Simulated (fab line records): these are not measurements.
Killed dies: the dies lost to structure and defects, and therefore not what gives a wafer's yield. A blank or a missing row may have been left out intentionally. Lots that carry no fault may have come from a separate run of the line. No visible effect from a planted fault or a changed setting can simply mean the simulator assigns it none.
fab line records	flow nandHarc
record: lots: 7	wafers: 21	lastDay: 31
route steps=1302 shown P_BONDPAD@360 END@1302
lots that met no fault: taken from a fault-free run of the same line
startH: the number of hours between the record's first day and the start of the first shown wafer of the lot	waitH: hours elapsed since this lot's preceding step	" as in the row above	L1.1+2: a single row standing in for several wafers	- either no value or no given start	* or withheld: withheld	< > ~ a bound
route shown NAME@n: a module of which the file shows steps, and the number in the route of the first	usual: mean and standard deviation over wafers with no fault	same: alike in all rows	chamber/n: place in a boat	sites: the reading at each site	_std_site: how widely they spread, as a standard deviation	_edge_site: the outer-site mean with the inner-site mean subtracted	radiusMm: how far each site lies from the wafer's centre	mask NAME#n: copy n	behind: the last tool/chamber to shape the wafer	hold: the reason the lot was held/the length of the hold in hours/how it ended	device: whichever transistor did not switch (one of n, p or np)	end of line: the same wafers' tests at the end of the route	where a step has no rows: the recipe by itself	killed: count of dies lost to structure and defects at first sort (not the wafer's yield)	map: the dies of a wafer, with x for killed, . for not killed, _ for no die there
set.NAME: the setting the step ran with; set.NAME@STEP: the setting that earlier step ran with	model.NAME: the simulator's own value behind a step, which no gauge read
lots seen at some steps along the route; tables by step, rows by wafer
services: from which hour (startH, from the record's first day; less than 0 if before it) a tool's chamber was out of use, for how many hours, and why
== steps ==
step: NHARC_P_BONDPAD_EBR_05
step: NHARC_P_BONDPAD_EXPOSE_06
recipe: na: 0.55	doseMj: 37.06	maskId: P_BPAD
step: NHARC_P_BONDPAD_PEB_07
recipe: pebTempC: 128	pebTimeS: 80
step: NHARC_P_BONDPAD_DEVELOP_08
recipe: timeS: 50	devTempC: 22
step: NHARC_P_BONDPAD_CD_MEAS_09
recipe: targetCdNm: 500	landingEnergyEv: 500
usual: cdNm: 499.7/2.3
lot.wafer	tool	chamber	startH	waitH	cdNm
L195.1	cdSem-02	0	159.82	-	498.8
L195.3	"	0	"	"	497.3
L195.4	"	0	"	"	498.0
L200.1	cdSem-02	0	212.85	-	494.4
L200.2	"	0	"	"	498.9
L200.6	"	0	"	"	495.0
L206.1	cdSem-03	0	287.58	-	503.1
L206.4	"	0	"	"	502.2
L206.6	"	0	"	"	499.1
L207.1	cdSem-03	0	288.64	-	496.9
L207.2	"	0	"	"	499.0
L207.6	"	0	"	"	495.6
L208.2	cdSem-03	0	297.40	-	500.9
L208.4	"	0	"	"	498.8
L208.5	"	0	"	"	498.5
L210.3	cdSem-03	0	314.88	-	500.4
L210.4	"	0	"	"	502.4
L210.6	"	0	"	"	503.3
L212.2	cdSem-03	0	331.53	-	498.6
L212.3	"	0	"	"	501.1
L212.6	"	0	"	"	499.7
step: NHARC_P_BONDPAD_OVL_MEAS_38
usual: overlayXNm: -1/4.1	overlayYNm: 2/5.2
lot.wafer	tool	chamber	startH	waitH	overlayXNm	overlayYNm
L195.1	overlay-02	-	159.91	-	5	0
L195.3	"	-	"	"	6	1
L195.4	"	-	"	"	6	1
L200.1	overlay-01	-	212.94	-	-2	1
L200.2	"	-	"	"	-2	1
L200.6	"	-	"	"	-2	1
L206.1	overlay-01	-	287.67	-	-6	7
L206.4	"	-	"	"	-6	7
L206.6	"	-	"	"	-6	7
L207.1	overlay-01	-	288.73	-	5	-6
L207.2	"	-	"	"	6	-6
L207.6	"	-	"	"	6	-7
L208.2	overlay-02	-	297.48	-	-6	11
L208.4	"	-	"	"	-6	11
L208.5	"	-	"	"	-6	11
L210.3	overlay-01	-	314.96	-	-7	-6
L210.4	"	-	"	"	-6	-6
L210.6	"	-	"	"	-6	-6
L212.2	overlay-01	-	331.61	-	1	11
L212.3	"	-	"	"	1	12
L212.6	"	-	"	"	1	11
step: NHARC_P_BONDPAD_HARDBAKE_10
recipe: tempC: 118	timeS: 65
step: NHARC_P_BONDPAD_DESCUM_11
recipe: timeS: 3	o2FlowSccm: 200	arFlowSccm: 0	biasPowerW: 0	chemistry: O2
usual: drypumpMotorCurrentA: 5.9/0.4	oesProductAu: 0.998/0.0093	rfVppV: 57.7/0.9	showerheadPlenumPTorr: 1.92/0.073	throttleValvePct: 11.311/0.0095
lot.wafer	tool	chamber	startH	waitH	drypumpMotorCurrentA	oesProductAu	rfHoursCounterH	rfVppV	showerheadPlenumPTorr	throttleValvePct
L195.4	rieDiel-09	3	160.03	-	6.3	0.995	0.5	57.9	1.85	11.319
L195.3	"	0	"	"	6.4	0.975	0.7	56.7	1.83	11.308
L195.1	"	2	"	"	6.2	0.995	0.5	57.4	1.95	11.302
L200.1	rieDiel-12	0	213.07	-	6.2	1.007	3.6	57.2	2.02	11.309
L200.2	"	1	"	"	6.3	1.001	3.6	58.2	2.05	11.296
L200.6	"	0	"	"	6.2	1.010	-	58.4	2.02	11.299
L206.1	rieDiel-12	3	287.79	-	5.3	1.015	0.2	56.6	1.89	11.304
L206.4	"	0	"	"	6.2	1.015	-	57.7	2.02	11.301
L206.6	"	2	"	"	5.7	0.985	-	56.7	1.96	11.320
L207.1	rieDiel-12	2	288.85	-	5.7	0.987	0.4	58.6	1.96	11.317
L207.2	"	0	"	"	6.2	1.002	0.4	59.0	2.02	11.312
L207.6	"	2	"	"	5.7	0.992	-	58.0	1.96	11.321
L208.2	rieDiel-03	2	297.61	-	6.3	0.993	0.0	57.7	1.91	11.315
L208.4	"	0	"	"	5.4	1.012	0.1	57.3	1.86	11.314
L208.5	"	3	"	"	5.7	0.997	-	56.3	1.79	11.301
L210.4	rieDiel-09	0	315.09	-	6.4	1.002	11.2	57.0	1.83	11.323
L210.3	"	2	"	"	6.1	0.996	10.2	56.9	1.94	11.290
L210.6	"	3	"	"	6.3	0.997	-	58.7	1.85	11.312
L212.2	rieDiel-03	3	331.74	-	5.7	0.995	2.0	56.7	1.79	11.323
L212.3	"	2	"	"	6.3	0.987	2.0	57.6	1.91	11.307
L212.6	"	3	"	"	5.7	0.996	-	58.1	1.79	11.309
step: NHARC_P_BONDPAD_ETCH_37
recipe: targetDepthA: 600	overetchA: 180	timeS: 65.91	ionEnergyEv: 200	n2FlowSccm: 150	h2FlowSccm: 150	arFlowSccm: 0	rfW: 400	biasW: 150	chemistry: N2/H2
usual: drypumpMotorCurrentA: 6.0/0.38	oesProductAu: 0.999/0.0099	rfVppV: 430.9/2.3	runLengthS: 87.5/0.37	showerheadPlenumPTorr: 2.05/0.081	throttleValvePct: 14.171/0.0088
lot.wafer	tool	chamber	startH	waitH	drypumpMotorCurrentA	oesProductAu	rfHoursCounterH	rfVppV	runLengthS	showerheadPlenumPTorr	throttleValvePct
L195.3	rieDiel-09	1	160.12	0.1	6.2	0.998	0.7	430.7	86.8	2.11	14.175
L195.1	"	2	"	"	6.2	0.996	0.5	431.6	87.1	2.08	14.188
L195.4	"	3	"	"	6.3	0.991	0.5	428.6	87.7	1.97	14.174
L200.2	rieDiel-12	0	213.15	0.1	6.2	1.017	3.6	434.0	87.7	2.15	14.183
L200.1	"	2	"	"	5.7	0.996	3.7	432.0	87.3	2.10	14.171
L200.6	"	1	"	"	6.4	1.006	-	434.2	87.8	2.19	14.174
L206.1	rieDiel-12	3	287.91	0.1	5.3	1.005	0.2	429.4	87.8	2.01	14.176
L206.6	"	3	"	"	5.3	1.001	-	429.9	87.4	2.01	14.178
L206.4	"	0	"	"	6.2	1.005	-	433.1	87.1	2.15	14.193
L207.1	rieDiel-12	0	288.96	0.1	6.2	1.008	0.4	433.3	87.4	2.15	14.176
L207.2	"	2	"	"	5.7	0.978	0.4	432.2	88.2	2.10	14.171
L207.6	"	0	"	"	6.2	1.018	-	433.0	87.3	2.15	14.162
L208.2	rieDiel-03	3	297.70	0.1	5.7	1.001	0.1	427.7	87.4	1.91	14.167
L208.4	"	1	"	"	5.8	1.004	0.0	430.4	87.0	2.06	14.173
L208.5	"	2	"	"	6.3	0.992	-	430.2	87.7	2.04	14.174
L210.3	rieDiel-09	0	315.18	0.1	6.4	1.002	11.2	427.8	87.6	1.95	14.163
L210.4	"	1	"	"	6.2	1.012	10.2	432.1	87.0	2.10	14.170
L210.6	"	3	"	"	6.3	1.004	-	429.0	88.0	1.97	14.164
L212.2	rieDiel-03	1	331.83	0.1	5.9	0.999	2.1	431.8	87.1	2.06	14.177
L212.3	"	3	"	"	5.7	1.005	2.0	427.1	87.5	1.91	14.180
L212.6	"	0	"	"	5.3	1.018	-	430.3	86.8	1.98	14.179
step: NHARC_P_BONDPAD_ETCH_12
recipe: targetDepthA: 2000	timeS: 100	chf3FlowSccm: 50	o2FlowSccm: 10	arFlowSccm: 200	rfW: 500	biasW: 200	chemistry: CHF3/O2
usual: drypumpMotorCurrentA: 5.9/0.4	oesProductAu: 0.935/0.021	rfVppV: 370.7/2	runLengthS: 121.5/0.37	showerheadPlenumPTorr: 2.41/0.088	throttleValvePct: 20.572/0.0096
lot.wafer	tool	chamber	startH	waitH	drypumpMotorCurrentA	oesProductAu	rfHoursCounterH	rfVppV	runLengthS	showerheadPlenumPTorr	throttleValvePct
L195.4	rieDiel-09	1	-	-	6.2	0.972	0.7	371.8	121.3	2.47	20.556
L195.1	"	3	"	"	6.3	0.959	0.5	369.3	121.9	2.33	20.569
L195.3	"	0	"	"	6.4	0.956	0.7	369.6	121.6	2.30	20.557
L200.2	rieDiel-12	3	-	-	5.3	0.931	2.6	370.5	121.5	2.37	20.573
L200.1	"	2	"	"	5.7	0.919	3.7	372.2	121.6	2.46	20.565
L200.6	"	3	"	"	5.3	0.937	-	370.7	121.6	2.37	20.578
L206.1	rieDiel-12	3	-	-	5.3	0.963	0.3	370.2	121.5	2.37	20.574
L206.4	"	2	"	"	5.7	0.949	-	373.7	121.5	2.46	20.576
L206.6	"	3	"	"	5.3	0.967	-	369.3	121.3	2.37	20.563
L207.1	rieDiel-12	3	-	-	5.3	0.965	0.5	371.2	121.7	2.37	20.569
L207.2	"	0	"	"	6.2	0.978	0.5	373.7	121.3	2.53	20.575
L207.6	"	3	"	"	5.3	0.973	-	370.0	121.5	2.37	20.573
L208.4	rieDiel-03	0	-	-	5.3	0.985	0.1	369.3	120.9	2.34	20.583
L208.2	"	1	"	"	5.8	0.978	0.1	369.1	121.3	2.43	20.558
L208.5	"	1	"	"	5.8	0.978	-	371.0	121.0	2.43	20.583
L210.4	rieDiel-09	1	-	-	6.2	0.921	10.2	373.2	121.1	2.47	20.579
L210.3	"	3	"	"	6.2	0.921	11.2	368.7	122.1	2.33	20.583
L210.6	"	0	"	"	6.4	0.923	-	368.7	122.3	2.30	20.565
L212.2	rieDiel-03	2	-	-	6.3	0.904	2.1	369.3	122.1	2.40	20.570
L212.3	"	0	"	"	5.3	0.933	2.1	369.7	121.3	2.34	20.572
L212.6	"	2	"	"	6.3	0.917	-	370.4	122.1	2.40	20.577
step: NHARC_P_BONDPAD_CD_MEAS_13
usual: cdNm: 499.2/2.5
lot.wafer	tool	chamber	startH	waitH	cdNm
L195.1	cdSem-01	-	160.35	-	498.7
L195.3	"	-	"	"	496.2
L195.4	"	-	"	"	497.3
L200.1	cdSem-03	-	213.38	-	495.0
L200.2	"	-	"	"	500.0
L200.6	"	-	"	"	494.5
L206.1	cdSem-01	-	288.15	-	502.7
L206.4	"	-	"	"	503.4
L206.6	"	-	"	"	499.6
L207.1	cdSem-02	-	289.21	-	498.0
L207.2	"	-	"	"	499.1
L207.6	"	-	"	"	497.0
L208.2	cdSem-03	-	297.92	-	501.3
L208.4	"	-	"	"	497.9
L208.5	"	-	"	"	497.9
L210.3	cdSem-03	-	315.40	-	499.8
L210.4	"	-	"	"	501.4
L210.6	"	-	"	"	501.4
L212.2	cdSem-03	-	332.06	-	497.5
L212.3	"	-	"	"	499.8
L212.6	"	-	"	"	500.4
step: NHARC_P_BONDPAD_STRIP_15
recipe: o2FlowSccm: 500	arFlowSccm: 0	biasW: 0	chemistry: O2
usual: drypumpMotorCurrentA: 6.0/0.37	oesProductAu: 0.996/0.009	rfVppV: 57.8/0.9	showerheadPlenumPTorr: 3.53/0.13	throttleValvePct: 17.037/0.0084
lot.wafer	tool	chamber	startH	waitH	drypumpMotorCurrentA	oesProductAu	rfHoursCounterH	rfVppV	showerheadPlenumPTorr	throttleValvePct
L195.1	rieDiel-03	2	160.42	0.1	6.3	0.992	2.5	59.0	3.53	17.023
L195.3	"	3	"	"	5.7	0.985	2.3	57.2	3.32	17.036
L195.4	"	1	"	"	5.9	0.988	2.5	57.1	3.57	17.034
L200.1	rieDiel-12	3	213.47	0.1	5.3	1.011	2.6	57.9	3.48	17.049
L200.2	"	1	"	"	6.4	1.000	3.7	57.9	3.77	17.039
L200.6	"	2	"	"	5.7	0.990	-	58.2	3.62	17.043
L206.1	rieDiel-12	0	288.25	0.1	6.2	1.004	0.4	58.2	3.71	17.029
L206.4	"	3	"	"	5.3	1.008	-	57.8	3.48	17.048
L206.6	"	2	"	"	5.7	0.990	-	57.1	3.62	17.044
L207.2	rieDiel-09	3	289.32	0.1	6.3	0.997	9.6	55.9	3.42	17.024
L207.1	"	0	"	"	6.4	0.979	9.8	56.8	3.38	17.037
L207.6	"	2	"	"	6.2	0.991	-	58.0	3.58	17.048
L208.2	rieDiel-12	2	297.99	0.1	5.7	0.990	0.6	59.1	3.62	17.021
L208.4	"	0	"	"	6.2	1.006	0.6	58.5	3.71	17.051
L208.5	"	3	"	"	5.3	1.007	-	57.8	3.48	17.036
L210.4	rieDiel-12	0	315.47	0.1	6.2	1.007	1.4	59.6	3.71	17.032
L210.3	"	2	"	"	5.7	0.983	1.2	57.4	3.62	17.018
L210.6	"	0	"	"	6.2	1.000	-	58.1	3.71	17.031
L212.3	rieDiel-09	1	332.13	0.1	6.2	0.998	0.1	58.9	3.63	17.028
L212.2	"	0	"	"	6.4	0.992	0.1	56.6	3.38	17.035
L212.6	"	1	"	"	6.2	1.000	-	57.3	3.63	17.028
step: NHARC_P_BONDPAD_ETCH_24
recipe: targetDepthA: 300	overEtchFrac: 0.3	timeS: 72.99	ionEnergyEv: 150	cf4FlowSccm: 50	n2FlowSccm: 100	arFlowSccm: 150	rfW: 300	biasW: 100	chemistry: CF4/N2
usual: drypumpMotorCurrentA: 6.0/0.38	oesProductAu: 0.996/0.0094	rfVppV: 314.1/1.8	runLengthS: 94.5/0.37	showerheadPlenumPTorr: 2.63/0.099	throttleValvePct: 19.794/0.0092
lot.wafer	tool	chamber	startH	waitH	drypumpMotorCurrentA	oesProductAu	rfHoursCounterH	rfVppV	runLengthS	showerheadPlenumPTorr	throttleValvePct
L195.3	rieDiel-03	1	160.57	-	5.8	0.990	2.5	313.7	93.9	2.66	19.797
L195.4	"	2	"	"	6.3	0.987	2.6	312.9	94.6	2.63	19.779
L195.1	"	0	"	"	5.3	0.998	2.3	312.3	94.2	2.56	19.795
L200.2	rieDiel-12	0	213.60	-	6.2	1.008	3.7	317.6	94.2	2.76	19.776
L200.1	"	2	"	"	5.7	0.986	3.8	314.5	94.7	2.69	19.804
L200.6	"	0	"	"	6.2	1.007	-	317.3	94.6	2.76	19.792
L206.1	rieDiel-12	3	288.41	0.1	5.3	1.006	0.4	312.7	94.7	2.59	19.801
L206.6	"	0	"	"	6.2	1.005	-	316.3	94.1	2.76	19.804
L206.4	"	2	"	"	5.7	0.987	-	315.3	91.4	2.69	19.790
L207.2	rieDiel-09	0	289.45	-	6.4	0.972	9.8	312.3	94.6	2.52	19.803
L207.1	"	1	"	"	6.2	0.996	9.0	315.6	94.1	2.70	19.799
L207.6	"	3	"	"	6.3	0.982	-	313.2	95.5	2.55	19.798
L208.2	rieDiel-12	3	298.15	-	5.3	1.011	0.7	313.9	94.7	2.59	19.783
L208.4	"	2	"	"	5.7	0.992	0.7	314.7	91.7	2.69	19.801
L208.5	"	3	"	"	5.3	1.004	-	313.0	91.3	2.59	19.805
L210.3	rieDiel-12	2	315.62	-	5.7	0.992	1.2	314.2	94.8	2.69	19.804
L210.4	"	0	"	"	6.2	0.998	1.4	316.9	91.2	2.76	19.774
L210.6	"	3	"	"	5.3	1.005	-	312.7	94.9	2.59	19.794
L212.2	rieDiel-09	1	332.29	-	6.2	1.004	0.1	314.4	94.2	2.70	19.782
L212.3	"	3	"	"	6.3	1.003	0.1	313.4	94.7	2.54	19.800
L212.6	"	1	"	"	6.2	1.009	-	316.9	93.9	2.70	19.809
step: NHARC_P_BONDPAD_STRIP_16
recipe: timeS: 600	tempC: 30	chemistry: postEtchResidueRemover
step: NHARC_END_SORT_01
recipe: tempC: 25
usual: defectLimitedYield: 90.2/2.3	killedAtArray: 62/15	killedAtOther: 0.8/1	killedAtPeriphery: 3.7/2.6	killedDies: 66/15	killedOpen: 3.1/1.8	killedShort: 2.6/1.7
same: grossDies: 677
lot.wafer	tool	chamber	startH	waitH	defectLimitedYield[%]	killedAtArray	killedAtOther	killedAtPeriphery	killedDies	killedOpen	killedShort
L195.1	prober-02	0	600.32	2.5	93.4	41	1	3	45	2	1
L195.3	prober-02	0	601.92	3.1	93.4	45	0	0	45	3	4
L195.4	prober-02	0	602.72	3.4	94.5	34	0	3	37	3	2
L200.1	prober-01	0	646.00	2.5	88.0	71	0	10	81	2	0
L200.2	prober-01	0	646.80	2.8	90.5	54	0	10	64	2	4
L200.6	prober-01	0	649.99	4.0	90.0	52	2	14	68	1	3
L207.1	prober-01	0	713.84	2.5	91.1	54	3	3	60	3	2
L207.2	prober-01	0	714.64	2.8	93.2	46	0	0	46	2	3
L207.6	prober-01	0	717.83	4.0	91.6	52	2	3	57	6	4
L208.2	prober-02	0	714.61	2.8	89.7	61	1	8	70	6	4
L208.4	prober-02	0	716.19	3.4	93.5	42	0	2	44	3	2
L208.5	prober-02	0	716.99	3.7	91.1	57	0	3	60	5	3
L206.1	prober-01	0	732.65	2.5	90.0	64	1	3	68	0	2
L206.4	prober-01	0	735.03	3.4	90.5	58	0	6	64	2	2
L206.6	prober-01	0	736.63	4.0	91.4	55	1	2	58	1	0
L212.2	prober-01	0	748.34	2.8	88.5	76	1	1	78	1	2
L212.3	prober-01	0	749.14	3.1	88.2	76	2	2	80	1	4
L212.6	prober-01	0	751.53	4.0	87.9	81	0	1	82	2	3
L210.3	prober-02	0	749.14	3.1	92.6	48	0	2	50	4	2
L210.4	prober-02	0	749.94	3.4	92.0	48	0	6	54	3	2
L210.6	prober-02	0	751.53	4.0	91.7	52	0	4	56	2	1
killed by level:class
L195.1 A_CHANNEL_HOLE_D2:chamberFilmFlake=30 P_BONDPAD:chamberFilmFlake=3 A_CHANNEL_HOLE_D1:chamberFilmFlake=3 A_STAIRCASE:chamberFilmFlake=2 A_CONTACT:chamberFilmFlake=2 A_CHANNEL_FILL_D1:geometricParticle:short=1 A_CHANNEL_FILL_D2:geometricParticle:open=1 A_M0:geometricParticle:open=1
L195.3 A_CHANNEL_HOLE_D2:chamberFilmFlake=29 A_STAIRCASE:chamberFilmFlake=3 A_CHANNEL_HOLE_D1:chamberFilmFlake=2 A_CONTACT:chamberFilmFlake=2 A_SOURCE_PLATE:geometricParticle:short=1 A_CHANNEL_FILL_D1:geometricParticle:short=1 A_DECK1_JOINT:geometricParticle:short=1 A_CHANNEL_HOLE_D2:geometricParticle:short=1
L195.4 A_CHANNEL_HOLE_D2:chamberFilmFlake=20 A_STAIRCASE:chamberFilmFlake=4 A_ONON_D2:geometricParticle:short=2 P_ZERO_WELL:chamberFilmFlake=2 A_CHANNEL_HOLE_D1:chamberFilmFlake=2 A_CONTACT:chamberFilmFlake=2 A_CONTACT:geometricParticle:open=1 A_BLC:geometricParticle:open=1
L200.1 A_CHANNEL_HOLE_D1:chamberFilmFlake=40 A_CHANNEL_HOLE_D2:chamberFilmFlake=16 A_CONTACT:chamberFilmFlake=9 P_GATE:chamberFilmFlake=8 A_ZERO_WELL:chamberFilmFlake=2 A_SLIT:chamberFilmFlake=2 A_ONON_D2:geometricParticle:open=1 A_SGD_CUT:geometricParticle:open=1
L200.2 A_CHANNEL_HOLE_D1:chamberFilmFlake=24 A_CHANNEL_HOLE_D2:chamberFilmFlake=14 A_CONTACT:chamberFilmFlake=8 P_GATE:chamberFilmFlake=5 P_M1:geometricParticle:short=2 P_M1:chamberFilmFlake=2 A_DECK1_JOINT:chamberFilmFlake=2 A_ONON_D2:geometricParticle:open=1
L200.6 A_CHANNEL_HOLE_D1:chamberFilmFlake=25 A_CHANNEL_HOLE_D2:chamberFilmFlake=13 P_GATE:chamberFilmFlake=7 A_CONTACT:chamberFilmFlake=5 A_SLIT:chamberFilmFlake=4 P_STI:chamberFilmFlake=3 A_DECK1_JOINT:geometricParticle:short=2 A_ZERO_WELL:chamberFilmFlake=2
L207.1 A_CHANNEL_HOLE_D1:chamberFilmFlake=31 A_STAIRCASE:chamberFilmFlake=7 A_SLIT:chamberFilmFlake=4 A_CONTACT:chamberFilmFlake=3 A_BLC:chamberFilmFlake=3 THIN_TSV:chamberFilmFlake=3 P_M0:geometricParticle:open=1 A_ONON_D1:geometricParticle:short=1
L208.2 A_SLIT:chamberFilmFlake=32 A_CHANNEL_HOLE_D1:chamberFilmFlake=14 P_BONDPAD:chamberFilmFlake=3 A_STAIRCASE:chamberFilmFlake=3 A_BLC:chamberFilmFlake=3 P_CONTACT:geometricParticle:open=2 A_CONTACT:geometricParticle:open=2 P_M0:geometricParticle:short=1
L207.2 A_CHANNEL_HOLE_D1:chamberFilmFlake=23 A_SLIT:chamberFilmFlake=4 A_STAIRCASE:chamberFilmFlake=4 A_CONTACT:chamberFilmFlake=3 A_BLC:chamberFilmFlake=3 A_CHANNEL_FILL_D2:chamberFilmFlake=2 A_CHANNEL_FILL_D1:geometricParticle:open=1 A_CHANNEL_HOLE_D2:geometricParticle:short=1
L208.4 A_SLIT:chamberFilmFlake=27 A_CHANNEL_HOLE_D1:chamberFilmFlake=3 A_STAIRCASE:chamberFilmFlake=3 A_BLC:chamberFilmFlake=3 P_CONTACT:geometricParticle:open=1 P_M2:geometricParticle:short=1 A_ONON_D1:geometricParticle:short=1 A_SGD_CUT:geometricParticle:open=1
L208.5 A_SLIT:chamberFilmFlake=32 A_CHANNEL_HOLE_D1:chamberFilmFlake=7 A_BLC:chamberFilmFlake=6 A_STAIRCASE:chamberFilmFlake=3 A_CONTACT:chamberFilmFlake=3 P_CONTACT:geometricParticle:open=2 A_ONON_D2:geometricParticle:open=2 A_CHANNEL_HOLE_D2:geometricParticle:short=1
L207.6 A_CHANNEL_HOLE_D1:chamberFilmFlake=32 A_CONTACT:chamberFilmFlake=3 A_CHANNEL_FILL_D2:geometricParticle:short=2 A_BLC:geometricParticle:open=2 P_GATE:chamberFilmFlake=2 A_ZERO_WELL:chamberFilmFlake=2 A_STAIRCASE:chamberFilmFlake=2 A_SLIT:chamberFilmFlake=2
L206.1 A_SLIT:chamberFilmFlake=20 A_CHANNEL_HOLE_D2:chamberFilmFlake=16 A_CHANNEL_HOLE_D1:chamberFilmFlake=10 A_STAIRCASE:chamberFilmFlake=7 A_CONTACT:chamberFilmFlake=5 P_BONDPAD:chamberFilmFlake=2 A_CHANNEL_FILL_D2:chamberFilmFlake=2 A_CHANNEL_FILL_D2:geometricParticle:short=1
L206.4 A_SLIT:chamberFilmFlake=23 A_CHANNEL_HOLE_D2:chamberFilmFlake=19 A_CHANNEL_HOLE_D1:chamberFilmFlake=7 P_BONDPAD:chamberFilmFlake=4 A_CONTACT:chamberFilmFlake=4 A_STAIRCASE:chamberFilmFlake=2 P_GATE:geometricParticle:short=1 P_GATE:geometricParticle:open=1
L206.6 A_SLIT:chamberFilmFlake=25 A_CHANNEL_HOLE_D2:chamberFilmFlake=16 A_CHANNEL_HOLE_D1:chamberFilmFlake=7 A_CONTACT:chamberFilmFlake=5 P_GATE:geometricParticle:open=1 P_BONDPAD:chamberFilmFlake=1 A_DECK1_JOINT:chamberFilmFlake=1 A_STAIRCASE:chamberFilmFlake=1
L212.2 A_SLIT:chamberFilmFlake=30 A_CHANNEL_HOLE_D2:chamberFilmFlake=16 A_CHANNEL_HOLE_D1:chamberFilmFlake=13 A_WL_FILL:chamberFilmFlake=4 A_CHANNEL_FILL_D1:chamberFilmFlake=3 A_CONTACT:chamberFilmFlake=3 A_CHANNEL_HOLE_D2:geometricParticle:short=2 A_STAIRCASE:chamberFilmFlake=2
L212.3 A_SLIT:chamberFilmFlake=23 A_CHANNEL_HOLE_D1:chamberFilmFlake=20 A_CHANNEL_HOLE_D2:chamberFilmFlake=18 A_STAIRCASE:chamberFilmFlake=5 A_DECK1_JOINT:geometricParticle:short=2 A_CHANNEL_FILL_D1:chamberFilmFlake=2 A_WL_FILL:chamberFilmFlake=2 THIN_TSV:chamberFilmFlake=2
L210.3 A_CHANNEL_HOLE_D1:chamberFilmFlake=26 A_CONTACT:chamberFilmFlake=6 A_SLIT:chamberFilmFlake=5 A_STAIRCASE:chamberFilmFlake=3 A_ONON_D1:geometricParticle:open=2 P_CONTACT:chamberFilmFlake=2 A_CHANNEL_HOLE_D1:geometricParticle:open=1 A_CHANNEL_FILL_D2:geometricParticle:short=1
L210.4 A_CHANNEL_HOLE_D1:chamberFilmFlake=25 A_STAIRCASE:chamberFilmFlake=9 A_SLIT:chamberFilmFlake=4 P_CONTACT:chamberFilmFlake=3 A_M0:chamberFilmFlake=3 A_CONTACT:chamberFilmFlake=2 P_GATE:geometricParticle:open=1 P_CONTACT:geometricParticle:open=1
L210.6 A_CHANNEL_HOLE_D1:chamberFilmFlake=28 A_STAIRCASE:chamberFilmFlake=8 A_SLIT:chamberFilmFlake=5 A_M0:chamberFilmFlake=3 P_ZERO_WELL:chamberFilmFlake=2 A_WL_FILL:chamberFilmFlake=2 A_CHANNEL_FILL_D1:geometricParticle:open=1 A_CHANNEL_FILL_D1:geometricParticle:short=1
L212.6 A_SLIT:chamberFilmFlake=31 A_CHANNEL_HOLE_D2:chamberFilmFlake=19 A_CHANNEL_HOLE_D1:chamberFilmFlake=16 A_STAIRCASE:chamberFilmFlake=5 A_WL_FILL:chamberFilmFlake=3 A_ONON_D1:geometricParticle:open=1 A_DECK1_JOINT:geometricParticle:open=1 A_CHANNEL_HOLE_D2:geometricParticle:short=1
== services ==
tool	chamber	startH	hours	kind
rieDiel-09	-	143.10	9.0	pm
rieDiel-12	0	149.40	-	clean
rieDiel-12	1	149.40	-	clean
rieDiel-12	2	149.40	-	clean
rieDiel-12	3	149.40	-	clean
rieDiel-12	-	169.19	0.6	repair
rieDiel-12	0	173.90	-	clean
rieDiel-12	1	173.90	-	clean
rieDiel-12	2	173.90	-	clean
rieDiel-12	3	173.90	-	clean
rieDiel-12	0	198.47	-	clean
rieDiel-12	1	198.47	-	clean
rieDiel-12	2	198.47	-	clean
rieDiel-09	1	225.27	7.2	repair
rieDiel-12	3	231.38	9.6	repair
rieDiel-03	1	248.17	4.0	repair
rieDiel-09	2	248.53	4.6	repair
rieDiel-03	-	262.69	0.6	repair
rieDiel-12	-	268.40	9.0	pm
rieDiel-03	-	281.30	9.0	pm
rieDiel-12	1	282.19	15.5	repair
rieDiel-09	2	297.16	7.6	repair
rieDiel-09	-	320.10	9.0	pm
rieDiel-12	0	328.09	6.6	repair
== key ==
firstSign: step: NHARC_P_BONDPAD_ETCH_24	reading: runLengthS	direction: down	sigmas: 8.6	usual: *	struck: *
effect none on later readings
metAt NHARC_P_BONDPAD_ETCH_24
struckWafers L206.4,L208.4,L208.5,L210.4
onsetBetween 213.60 288.41
fault: kind: processParameterDrift	tool: rieDiel-12	chamber: -	onsetH: 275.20	steps: NHARC_P_BONDPAD_ETCH_24	channel: timeS	offset: *	shape: step	endH: 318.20	scope: struckWafersOnly	actsIn: *	stated: *
